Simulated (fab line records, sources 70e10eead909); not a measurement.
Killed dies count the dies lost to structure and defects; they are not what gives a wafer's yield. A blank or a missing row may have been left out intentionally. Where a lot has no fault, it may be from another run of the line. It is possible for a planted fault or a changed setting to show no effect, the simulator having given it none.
Comparing a struck lot with a sound one :: flow nand_harc :: 26 steps out of a route of 1159
Sound: wafers L396.2, L396.3, L396.6. Struck: wafer L408.5. (L408.1, L408.6 of the same lot were not struck and are left out.) The cause comes at the end.
Order at every step that has rows: each side's tool, ch and its chambers, its first start. Under that, the readings that differ: sound wafers :: struck wafers :: difference of the means :: sigmas: that difference in standard deviations of wafers without a fault.
alike: readings with means less than 2 such deviations apart, plus words and numbers identical on both sides. not compared: withheld readings, readings lacking a value on some wafer, bounds such as >300 that could conceal the same value, and numbers that have no deviation in the record and whose values overlap.
A row with sigmas, a row that says differs or no value, or rows on one side alone: a step with any of these is where the two part. Non-overlapping numbers with no deviation appear without sigmas and do not part them. A reading missing from all wafers of one side parts the sides only when that side holds two or more wafers.

first, 1 step without rows for these wafers: NHARC_P_M1_PRE_CLEAN_30 (time 30 s).
NHARC_P_M1_PVD_20: deposits TaN, target thk 5 nm, time 8.06 s.
  sound on pvd_sputter-02; struck on pvd_sputter-01
  alike: throttle_valve_pct
then, 3 steps without rows for these wafers: NHARC_P_M1_PVD_21 (deposits Cu, target thk 30 nm, time 20.49 s); NHARC_P_M1_ECD_22 (material Cu, target thk 400 nm); NHARC_P_M1_ANNEAL_31 (time 90 s).
NHARC_P_M1_CMP_23: polishes, t overpolish 20 s, target thk 157.82 nm.
  sound on cmp-01 ch 0,2,3, day 7 04:31; struck on cmp-01 ch 1, day 10 12:55
  alike: edge_zone_pressure_frac, motor_current_A, time_to_endpoint_s
NHARC_P_M1_THK_MEAS_24: measures by xrf.
  struck on film_metro-02, day 10 13:10; sound on film_metro-02, day 7 04:50
  alike: thk_nm
then, 1 step without rows for these wafers: NHARC_P_M1_SRD_25.
NHARC_P_M1_INSPECT_27:
  struck on defect_inspect-01, day 10 13:20; sound on defect_inspect-02, day 7 05:00
  alike: raw_defect_count
NHARC_P_M1_PRE_CLEAN_32: time 12 s.
  sound on pecvd-03 ch 0,1,2, day 7 05:04; struck on pecvd-03 ch 0, day 10 13:25
  alike: heater_power_w, rf_fwd_power_W
NHARC_P_M1_DEP_33: deposits SiCN, target thk 30 nm.
  sound on pecvd-03 ch 0,1,2, day 7 05:08; struck on pecvd-03 ch 0, day 10 13:31
  alike: heater_power_w, rf_fwd_power_W, showerhead_vpp_V
NHARC_P_M2_DEP_00: deposits SiOC, target thk 182.5 nm.
  sound on pecvd-01 ch 0,2, day 7 05:34; struck on pecvd-01 ch 1, day 10 13:53
  alike: rf_fwd_power_W, showerhead_vpp_V
then, 9 steps without rows for these wafers: NHARC_P_M2_DEHYDRATE_01 (time 120 s); NHARC_P_M2_HMDS_02 (time 30 s); NHARC_P_M2_COAT_34 (time 65 s); NHARC_P_M2_COAT_03 (resist thk 90 nm); NHARC_P_M2_SOFTBAKE_04 (time 55 s); NHARC_P_M2_EBR_05; NHARC_P_M2_EXPOSE_06 (exposes mask P M2, target cd 170 nm); NHARC_P_M2_PEB_07 (peb time 65 s); NHARC_P_M2_DEVELOP_08 (develop time 35 s).
NHARC_P_M2_CD_MEAS_09: the cd target is 170 nm.
  sound on cd_sem-03 ch 0, day 7 06:16; struck on cd_sem-02 ch 0, day 10 14:36
  alike: cd_nm
NHARC_P_M2_OVL_MEAS_10: pitch 340 nm.
  struck on overlay-01, day 10 14:41; sound on overlay-02, day 7 06:21
  alike: overlay_x_nm, overlay_y_nm
NHARC_P_M2_INSPECT_11:
  struck on defect_inspect-01, day 10 14:44; sound on defect_inspect-02, day 7 06:23
reading: raw_defect_count
sound: 9 4 3
struck: 1194
difference: +1189
sigmas: +99 or more
NHARC_P_M2_DESCUM_14: chemistry O2, time 3 s.
  sound on rie_diel-02 ch 1,2,3, day 7 06:28; struck on rie_diel-02 ch 1, day 10 14:49
  alike: drypump_motor_current_A, oes_product_au, rf_vpp_V, showerhead_plenum_p_Torr, throttle_valve_pct
  not compared: rf_hours_counter_h
-- record jumps: 14 days between struck wafers' starts before vs after; left off in module P_M2, resumes in module END, first step shown is number 1159 of the route --
NHARC_END_SORT_01:
  at this point the record logs the struck wafers (prober-02 ch 0, day 24 08:06) and has no rows for the sound ones

## WHERE THEY PART
Last at NHARC_END_SORT_01 as far as this record goes, first at NHARC_P_M2_INSPECT_11.

WHY: the cause the simulator had injected
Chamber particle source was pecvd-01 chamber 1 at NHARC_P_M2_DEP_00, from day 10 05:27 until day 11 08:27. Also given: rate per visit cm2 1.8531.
